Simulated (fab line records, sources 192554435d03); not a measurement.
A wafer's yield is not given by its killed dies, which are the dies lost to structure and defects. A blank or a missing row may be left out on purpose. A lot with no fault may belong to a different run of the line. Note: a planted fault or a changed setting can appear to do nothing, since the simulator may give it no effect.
Matching of chambers	flow n5Finfet	4 sister chambers for N5_SPACER0_ALD_08 on aldSin-04
The step deposits SiNx, target thk 2 nm. 4 wafers are shown with their chamber, then 8 later ones without.

## WAFERS WITH THEIR CHAMBER
wafer	chamber	heaterPowerW (W)
L693.5	2	732
L694.2	3	916
L696.1	0	866
L696.4	1	821

## WAFERS WITH NO CHAMBER GIVEN
wafer	heaterPowerW (W)
L696.6	802
L697.1	717
L697.4	814
L697.5	816
L698.2	810
L698.5	829
L701.3	867
L701.5	738

## WHICH CHAMBER EACH ONE RAN IN
wafer	from the rows above	in truth
L696.6	1	1
L697.1	2	2
L697.4	1	1
L697.5	1	1
L698.2	1	1
L698.5	1	1
L701.3	0	0
L701.5	2	2
Correctly placed: 8 of 8. From these rows, 0 cannot be placed. 0 placed wrongly.
How it was worked out, from the rows above alone: a wafer's distance from a chamber is the root of the sum, over the readings, of the square of ((its reading less the chamber's mean) divided by the reading's scatter). If the next closest chamber is less than 2 further off than the closest, the wafer can't be placed; otherwise it belongs to the closest. The mean given for a chamber averages the wafers shown for that chamber. The scatter: with one shown wafer a chamber, the root of the mean of the squares of how far each hidden wafer lies from its nearest shown one.
